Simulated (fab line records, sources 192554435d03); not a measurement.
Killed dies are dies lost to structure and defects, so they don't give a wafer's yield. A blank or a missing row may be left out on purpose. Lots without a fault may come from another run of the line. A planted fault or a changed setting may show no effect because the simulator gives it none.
fab line records | flow n5_finfet | part 1 of 2: steps 1 to 39 of 40
record lots=6 wafers=18 last_day=17
route steps=1938 shown HKMG_FIN@440 GATE_CUT@465 PASSIVATION@1936
lots that met no fault: from a run of the same line without faults
start_h: hours from the record's first day to the start of the lot's first wafer shown | wait_h: hours since the lot's step before | " the same as in the row above | L1.1+2: a row that stands for several wafers | - no value, or no start given | * or withheld: withheld | < > ~ a bound
route shown NAME@n: a module of which the file shows steps, and the number in the route of the first | usual: mean/standard deviation of fault-free wafers | same: alike in all rows | chamber/n: place in a boat | sites: the reading at each site | _std_site: their standard deviation | _edge_site: outer sites' mean less inner sites' | radius_mm: how far each site lies from the wafer's centre | mask NAME#n: copy n | behind: the tool/chamber that last shaped the wafer | hold: why the lot was held/for how many hours/how that ended | device: the transistor (n, p or np) that didn't switch | end of line: the same wafers' tests at the end of the route | a step without rows: its recipe alone | killed: dies lost to structure and defects at the first sort, not the wafer's yield | map: a wafer's dies, x killed, . not, _ none there
set.NAME: the setting as run; set.NAME@STEP: as run at that earlier step | model.NAME: the simulator's own value behind a step, which no gauge read
lots at some steps of the route; a table a step, a row a wafer
services: from which hour (start_h, from the record's first day; less than 0 if before it) a tool's chamber was out of use, for how many hours, and why
## steps
# step N5_HKMG_FIN_WET_ETCH_18
# recipe chemistry=SC1 target=TiN mix=1:1:5 temp_c=* time_s=55 target_depth_nm=5.2 dry=ipa_marangoni rinse_time_s=30 rinse_temp_c=23
# step N5_HKMG_FIN_STRIP_19
# recipe chemistry=N2/H2 power_w=2500 temp_c=300 h2_frac=0.65 time_s=360 pressure_mtorr=withheld n2_flow_sccm=1750 h2_flow_sccm=3250
# step N5_HKMG_FIN_ALD_91
# recipe material=TiN target_thk_a=10 temp_c=400 ald_precursor_family=TiCl4 ald_co_reactant=NH3 pulse_time_s=1 purge_time_s=3 co_reactant_purge_time_s=2 co_reactant_pulse_time_s=2 ald_cycles=47 pressure_torr=3
# usual heater_power_w=891/110 precursor_pulse_height_rel=0.997/0.02
# same co_reactant_purge_time_s=2
# columns lot.wafer tool chamber start_h wait_h heater_power_w precursor_pulse_height_rel since_wet_clean_h
L364.1 ald_metal-02 3 74.71 0.3 1150 0.985 2815
L364.3 " 1 " " 974 0.984 2815
L364.4 " 2 " " 1027 1.028 2815
L365.1 ald_metal-02 0 82.46 0.3 740 0.987 2822
L365.4 " 3 " " 1150 0.954 2822
L365.5 " 3 " " 1128 0.981 -
L369.1 ald_metal-01 0 106.70 0.3 937 1.016 1308
L369.2 " 3 " " 891 0.972 1308
L369.3 " 2 " " 894 0.986 1308
L371.1 ald_metal-03 2 118.15 0.3 695 0.993 5935
L371.3 " 3 " " 827 0.981 5935
L371.4 " 1 " " 1047 0.983 5935
L372.1 ald_metal-01 0 125.42 0.3 949 1.015 1327
L372.3 " 2 " " 889 0.990 1327
L372.5 " 3 " " 899 0.997 -
L374.2 ald_metal-01 3 134.76 0.3 929 0.976 1336
L374.4 " 0 " " 964 1.003 -
L374.6 " 3 " " 907 0.987 -
# step N5_HKMG_FIN_COAT_85
# recipe resist=SOC temp_c=250 time_s=60 spin_rpm=1500 resist_thk_nm=300
# step N5_HKMG_FIN_ETCH_86
# recipe chemistry=N2/H2 target=SOC target_depth_a=3932 stop_on=TiN ion_energy_ev=100 bias_w=61 pressure_mtorr=30 source_w=850 n2_flow_sccm=200 h2_flow_sccm=200
# usual drypump_motor_current_A=5.7/0.49 oes_product_au=0.77/0.072 rf_fwd_power_W=844/3.3 rf_vpp_V=240.9/1.4 showerhead_plenum_p_Torr=2.55/0.092 throttle_valve_pct=17.81/0.19
# columns lot.wafer tool chamber start_h wait_h drypump_motor_current_A oes_product_au rf_fwd_power_W rf_hours_counter_h rf_vpp_V showerhead_plenum_p_Torr throttle_valve_pct
L364.1 rie_diel-01 0 75.05 - 5.8 0.74 846 182 239.1 2.52 17.58
L364.3 " 3 " " 5.8 0.89 841 19 240.4 2.59 17.31
L364.4 " 1 " " 6.3 0.82 846 69 240.2 2.69 17.79
L365.1 rie_diel-04 2 82.80 - 5.4 0.95 842 5 240.7 2.49 17.65
L365.4 " 3 " " 5.9 0.72 842 - 241.7 2.63 17.62
L365.5 " 1 " " 5.3 0.69 847 - 237.3 2.39 17.77
L369.1 rie_diel-01 3 107.04 - 5.9 0.87 843 32 241.6 2.58 17.33
L369.2 " 0 " " 5.8 0.73 846 190 240.5 2.52 17.61
L369.3 " 1 " " 6.3 0.81 848 82 243.1 2.69 17.80
L371.1 rie_diel-01 0 118.65 - 5.9 0.73 847 194 240.2 2.51 17.60
L371.3 " 3 " " 5.8 0.87 841 36 239.7 2.58 17.34
L371.4 " 2 " " 5.1 0.69 840 217 241.1 2.50 17.91
L372.1 rie_diel-04 0 125.76 - 6.0 0.93 847 10 241.7 2.61 17.90
L372.3 " 2 " " 5.4 0.90 840 19 240.8 2.48 17.68
L372.5 " 3 " " 5.9 0.72 846 - 241.8 2.63 17.65
L374.2 rie_diel-04 3 135.10 - 5.9 0.71 850 182 240.3 2.62 17.65
L374.4 " 0 " " 6.0 0.92 848 14 242.1 2.60 17.89
L374.6 " 1 " " 5.3 0.68 842 - 238.4 2.38 17.81
# step N5_HKMG_FIN_STRIP_89
# recipe chemistry=N2/H2 material=SOC time_s=20 power_w=500 temp_c=40 pressure_mtorr=50 rf_frequency_hz=6e+07 bias_power_w=8 h2_frac=0.5 n2_flow_sccm=300 h2_flow_sccm=300
# usual drypump_motor_current_A=5.7/0.49 oes_product_au=0.77/0.077 rf_fwd_power_W=496.6/1.6 rf_vpp_V=54.3/0.85 showerhead_plenum_p_Torr=3.37/0.12 throttle_valve_pct=19.01/0.29
# columns lot.wafer tool chamber start_h wait_h drypump_motor_current_A oes_product_au rf_fwd_power_W rf_hours_counter_h rf_vpp_V showerhead_plenum_p_Torr throttle_valve_pct
L364.1 rie_diel-01 0 75.11 0.0 5.8 0.72 499.2 183 54.4 3.33 18.65
L364.3 " 3 " " 5.8 0.93 498.4 19 55.1 3.42 18.60
L364.4 " 1 " " 6.3 0.82 498.5 70 55.0 3.55 19.19
L365.1 rie_diel-04 2 82.86 0.0 5.4 0.94 494.3 5 54.2 3.29 18.84
L365.4 " 3 " " 5.9 0.73 497.3 - 53.3 3.47 18.69
L365.5 " 1 " " 5.3 0.70 498.8 - 53.6 3.16 18.92
L369.1 rie_diel-01 3 107.10 0.0 5.8 0.89 496.3 32 54.8 3.41 18.59
L369.2 " 0 " " 5.8 0.71 496.9 190 53.3 3.32 18.65
L369.3 " 1 " " 6.3 0.81 495.4 82 54.0 3.54 19.22
L371.1 rie_diel-01 0 118.71 0.0 5.8 0.71 496.3 194 54.4 3.32 18.66
L371.3 " 3 " " 5.9 0.88 495.7 36 53.9 3.41 18.59
L371.4 " 2 " " 5.1 0.70 495.1 217 55.5 3.30 18.94
L372.1 rie_diel-04 0 125.82 0.0 6.0 0.95 498.2 10 54.2 3.44 19.16
L372.3 " 2 " " 5.4 0.90 496.4 19 53.8 3.28 18.85
L372.5 " 3 " " 5.9 0.71 496.6 - 55.0 3.46 18.69
L374.2 rie_diel-04 3 135.16 0.0 5.9 0.71 497.1 182 54.7 3.46 18.71
L374.4 " 0 " " 6.0 0.95 496.8 14 55.1 3.43 19.15
L374.6 " 1 " " 5.3 0.67 496.4 - 54.3 3.15 18.92
# step N5_HKMG_FIN_WET_ETCH_87
# recipe chemistry=SC1 target=TiN mix=1:2:40 temp_c=50 time_s=154.2 target_depth_nm=4.7 dry=ipa_marangoni rinse_time_s=30 rinse_temp_c=23
# step N5_HKMG_FIN_STRIP_88
# recipe chemistry=N2/H2 power_w=2500 temp_c=300 h2_frac=0.65 time_s=360 pressure_mtorr=withheld n2_flow_sccm=1750 h2_flow_sccm=3250
# step N5_HKMG_FIN_NWFM_ALD_20
# recipe material=TiAlC target_thk_a=20 temp_c=300 ald_precursor_family=TiCl4 ald_co_reactant=TEA pulse_time_s=3 purge_time_s=2 co_reactant_purge_time_s=2 co_reactant_pulse_time_s=10 ald_cycles=7 pressure_torr=3
# step N5_HKMG_FIN_ALD_71
# recipe material=TiN target_thk_a=10 temp_c=400 ald_precursor_family=TiCl4 ald_co_reactant=NH3 pulse_time_s=1 purge_time_s=3 co_reactant_purge_time_s=2 co_reactant_pulse_time_s=2 ald_cycles=47 pressure_torr=3
# step N5_HKMG_FIN_COAT_66
# recipe resist=SOC temp_c=250 time_s=60 spin_rpm=1500 resist_thk_nm=300
# step N5_HKMG_FIN_ETCH_67
# recipe chemistry=N2/H2 target=SOC target_depth_a=3889 stop_on=TiN ion_energy_ev=100 bias_w=61 pressure_mtorr=30 source_w=850 n2_flow_sccm=200 h2_flow_sccm=200
# step N5_HKMG_FIN_STRIP_90
# recipe chemistry=N2/H2 material=SOC time_s=20 power_w=500 temp_c=40 pressure_mtorr=50 rf_frequency_hz=6e+07 bias_power_w=8 h2_frac=0.5 n2_flow_sccm=300 h2_flow_sccm=300
# usual drypump_motor_current_A=5.7/0.48 oes_product_au=0.78/0.08 rf_fwd_power_W=496.8/1.8 rf_vpp_V=54.2/0.89 showerhead_plenum_p_Torr=3.37/0.11 throttle_valve_pct=19.00/0.3
# columns lot.wafer tool chamber start_h wait_h drypump_motor_current_A oes_product_au rf_fwd_power_W rf_hours_counter_h rf_vpp_V showerhead_plenum_p_Torr throttle_valve_pct
L364.1 rie_diel-03 3 76.30 0.0 6.0 0.76 496.3 141 53.7 3.37 19.37
L364.3 " 1 " " 6.4 0.84 493.8 63 52.9 3.57 19.34
L364.4 " 2 " " 5.5 0.74 496.5 142 55.3 3.36 18.76
L365.1 rie_diel-04 1 84.06 0.0 5.3 0.68 496.4 217 54.0 3.16 18.90
L365.4 " 1 " " 5.3 0.68 498.6 - 54.4 3.16 18.92
L365.5 " 2 " " 5.4 0.92 493.7 - 54.6 3.29 18.83
L369.1 rie_diel-03 1 108.35 0.0 6.4 0.81 496.2 77 55.2 3.56 19.34
L369.2 " 2 " " 5.5 0.72 495.7 157 53.5 3.35 18.79
L369.3 " 3 " " 6.0 0.76 498.8 149 55.8 3.36 19.41
L371.1 rie_diel-01 2 120.06 0.0 5.1 0.70 497.7 218 52.1 3.30 18.95
L371.3 " 1 " " 6.3 0.81 498.6 87 53.2 3.54 19.22
L371.4 " 0 " " 5.8 0.70 497.0 195 54.0 3.32 18.67
L372.1 rie_diel-03 0 126.95 0.0 4.8 0.76 498.3 148 53.9 3.22 19.47
L372.3 " 1 " " 6.4 0.79 494.9 86 54.6 3.55 19.37
L372.5 " 1 " " 6.4 0.79 495.0 - 54.0 3.55 19.35
L374.2 rie_diel-03 0 136.23 0.0 4.7 0.76 499.2 152 55.7 3.22 19.46
L374.4 " 2 " " 5.5 0.71 495.4 170 53.6 3.34 18.78
L374.6 " 0 " " 4.8 0.76 494.3 - 52.8 3.22 19.47
# step N5_HKMG_FIN_WET_ETCH_73
# recipe chemistry=SC1 mix=1:2:40 temp_c=50 time_s=42.3 target_depth_nm=1.3 dry=ipa_marangoni rinse_time_s=30 rinse_temp_c=23
# step N5_HKMG_FIN_ETCHBACK_68
# recipe chemistry=Cl2/Ar stop_on=HfO2 target_depth_a=5 pressure_mtorr=10 icp_w=600 bias_w=60 Cl2_flow_sccm=40 Ar_flow_sccm=60
# step N5_HKMG_FIN_STRIP_69
# recipe chemistry=N2/H2 power_w=2500 temp_c=300 h2_frac=0.65 time_s=360 pressure_mtorr=withheld n2_flow_sccm=1750 h2_flow_sccm=3250
# step N5_HKMG_FIN_ALD_21
# recipe material=TiN target_thk_a=15 temp_c=400 ald_precursor_family=TiCl4 ald_co_reactant=NH3 pulse_time_s=1 purge_time_s=3 co_reactant_purge_time_s=2 co_reactant_pulse_time_s=2 ald_cycles=68 pressure_torr=3
# step N5_HKMG_FIN_ALD_72
# recipe material=W target_thk_a=20 temp_c=300 pressure_torr=7.5 ald_precursor_family=WF6 ald_co_reactant=B2H6 pulse_time_s=1 purge_time_s=2 co_reactant_purge_time_s=2 co_reactant_pulse_time_s=3 ald_cycles=7
# step N5_HKMG_FIN_W_FILL_22
# recipe material=W target_thk_a=600 temp_c=400 pressure_torr=39.4 time_s=18.2
# step N5_HKMG_FIN_PRECLEAN_83
# recipe chemistry=DIW time_s=57.5 temp_c=23
# step N5_HKMG_FIN_SRD_84
# recipe dry_time_s=32 dry=n2_spin spin_rpm=1500
# step N5_HKMG_FIN_CMP_23
# recipe stop_on=SiNx t_overpolish_s=10 post_cmp_clean=rinse_only down_force_psi=4 platen_rpm=50.289 pad_velocity_m_s=1.0006 target_thk_nm=46.326
# step N5_HKMG_FIN_CMP_94
# recipe stop_on=SiNx post_cmp_clean=w_dilute_nh4oh t_overpolish_s=4.7 down_force_psi=4 platen_rpm=50.289 pad_velocity_m_s=1.0006 target_thk_nm=43.299
# step N5_GATE_CUT_ETCHBACK_00
# recipe chemistry=SF6/Cl2 target=W pressure_mtorr=8 icp_w=900 bias_w=80 SF6_flow_sccm=40 Cl2_flow_sccm=60
# step N5_GATE_CUT_ETCH_56
# recipe chemistry=Cl2/Ar target=TiN target_depth_a=216 pressure_mtorr=10 icp_w=600 bias_w=60 Cl2_flow_sccm=40 Ar_flow_sccm=60
# usual drypump_motor_current_A=6.0/0.68 oes_product_au=0.78/0.14 rf_fwd_power_W=595.9/2.1 throttle_valve_pct=20.74/0.17
# columns lot.wafer tool chamber start_h wait_h drypump_motor_current_A oes_product_au rf_fwd_power_W rf_hours_counter_h throttle_valve_pct
L364.1 rie_metal-01 0 78.38 0.1 5.9 0.60 594.7 132 21.28
L364.3 " 0 " " 5.9 0.59 599.7 - 21.26
L364.4 " 1 " " 6.1 0.57 597.3 - 21.02
L365.1 rie_metal-02 1 86.54 0.1 5.0 0.81 595.6 42 20.71
L365.4 " 0 " " 4.9 0.60 593.7 - 20.80
L365.5 " 1 " " 5.0 0.82 596.5 - 20.71
L369.1 rie_metal-02 1 110.46 0.1 5.0 0.81 591.9 43 20.71
L369.2 " 0 " " 5.0 0.60 597.7 130 20.80
L369.3 " 1 " " 5.0 0.81 592.8 - 20.71
L371.1 rie_metal-03 1 122.14 0.1 6.6 0.85 595.3 16 20.65
L371.3 " 1 " " 6.6 0.86 596.4 - 20.66
L371.4 " 0 " " 6.8 0.62 596.9 - 20.83
L372.1 rie_metal-03 0 129.03 0.1 6.8 0.62 596.2 128 20.80
L372.3 " 1 " " 6.6 0.86 594.6 - 20.65
L372.5 " 1 " " 6.6 0.86 596.0 - 20.67
L374.2 rie_metal-03 1 138.32 0.1 6.6 0.85 598.5 17 20.66
L374.4 " 0 " " 6.8 0.62 594.8 - 20.81
L374.6 " 1 " " 6.6 0.85 598.8 - 20.66
# step N5_GATE_CUT_ETCHBACK_30
# recipe chemistry=Cl2/Ar target=TiN target_depth_a=30 mode=isotropic pressure_mtorr=10 icp_w=600 bias_w=60 Cl2_flow_sccm=40 Ar_flow_sccm=60
# step N5_GATE_CUT_VAPOR_ETCH_60
# recipe chemistry=BCl3/Cl2 target=HfO2 mode=isotropic
# step N5_GATE_CUT_ETCH_58
# recipe chemistry=CH3F/O2 target=SiNx target_depth_a=170 time_s=128.6 ion_energy_ev=50 pressure_mtorr=30 source_w=415 bias_w=21 Ar_flow_sccm=150 CH3F_flow_sccm=30 O2_flow_sccm=20
# step N5_GATE_CUT_STRIP_59
# recipe chemistry=N2/H2 time_s=20 power_w=100 temp_c=40 pressure_mtorr=100 rf_frequency_hz=6e+07 bias_power_w=3 n2_flow_sccm=300 h2_flow_sccm=300
# usual drypump_motor_current_A=5.8/0.57 oes_product_au=0.77/0.063 rf_vpp_V=45.4/0.81 showerhead_plenum_p_Torr=3.37/0.1 throttle_valve_pct=12.25/0.21
# columns lot.wafer tool chamber start_h wait_h drypump_motor_current_A oes_product_au rf_hours_counter_h rf_vpp_V showerhead_plenum_p_Torr throttle_valve_pct
L364.1 rie_diel-06 0 78.81 0.1 5.1 0.79 116 46.0 3.40 11.94
L364.3 " 2 " " 6.6 0.83 74 46.7 3.42 12.16
L364.4 " 3 " " 6.7 0.75 139 44.3 3.24 11.95
L365.1 rie_diel-05 2 86.81 0.1 5.0 0.77 137 44.4 3.50 12.16
L365.4 " 0 " " 5.9 0.70 203 44.0 3.48 12.26
L365.5 " 0 " " 5.9 0.71 - 46.1 3.48 12.26
L369.1 rie_diel-06 1 110.86 0.1 5.0 0.76 122 44.5 3.38 12.31
L369.2 " 2 " " 6.6 0.82 83 45.6 3.42 12.19
L369.3 " 3 " " 6.6 0.75 148 44.6 3.24 11.98
L371.1 rie_diel-02 1 122.41 0.1 5.1 0.68 249 44.9 3.46 12.63
L371.3 " 3 " " 5.6 0.85 61 45.0 3.16 12.06
L371.4 " 2 " " 6.4 0.75 170 46.1 3.38 12.64
L372.1 rie_diel-05 1 129.64 0.1 6.1 0.84 89 46.3 3.40 12.03
L372.3 " 0 " " 5.9 0.70 217 44.5 3.47 12.29
L372.5 " 0 " " 5.9 0.70 - 45.5 3.47 12.27
L374.2 rie_diel-06 0 138.59 0.1 5.1 0.78 134 46.7 3.39 11.98
L374.4 " 1 " " 5.0 0.75 131 45.6 3.38 12.31
L374.6 " 2 " " 6.6 0.81 - 45.8 3.41 12.21
# step N5_GATE_CUT_PRECLEAN_31
# recipe temp_c=23 chemistry=DIW time_s=300
# step N5_GATE_CUT_SRD_32
# recipe time_s=30 temp_c=23 rinse_liquid=diw dry=ipa_marangoni
# step N5_GATE_CUT_SAC_CAP_01
# recipe material=SiNx target_thk_a=240 temp_c=400 ald_precursor_family=SiH2I2 ald_co_reactant=N2/H2-plasma pulse_time_s=1 ald_cycles=480 purge_time_s=2 co_reactant_purge_time_s=2 pressure_torr=2
# step N5_GATE_CUT_PECVD_57
# recipe material=SiNx target_thk_a=210 temp_c=400 precursor=SiH4/NH3/N2 pressure_torr=1.5 rf_w=300
# step N5_GATE_CUT_CMP_02
# recipe stop_on=SiO2 t_overpolish_s=12.7 post_cmp_clean=alkaline_brush down_force_psi=2.5 platen_rpm=51.8 pad_velocity_m_s=1.0307 target_thk_nm=0
# step N5_GATE_CUT_HM_DEP_46
# recipe material=SiO2 target_thk_a=1300 temp_c=400 precursor=TEOS/O2 pressure_torr=6.5 rf_w=900 teos_flow_sccm=161.4 gas=O2 flow_sccm=2650 time_s=26.6
# step N5_GATE_CUT_COAT_34
# recipe resist=SOC temp_c=250 time_s=60 spin_rpm=1500 resist_thk_nm=60
# step N5_GATE_CUT_COAT_35
# recipe resist=SiARC temp_c=220 time_s=60 spin_rpm=1500 resist_thk_nm=10
# step N5_GATE_CUT_COAT_27
# recipe resist=underlayer temp_c=205 time_s=60 spin_rpm=1500 resist_thk_nm=10
# step N5_GATE_CUT_COAT_07
# recipe resist=CAR-EUV spin_rpm=1500 resist_thk_nm=30
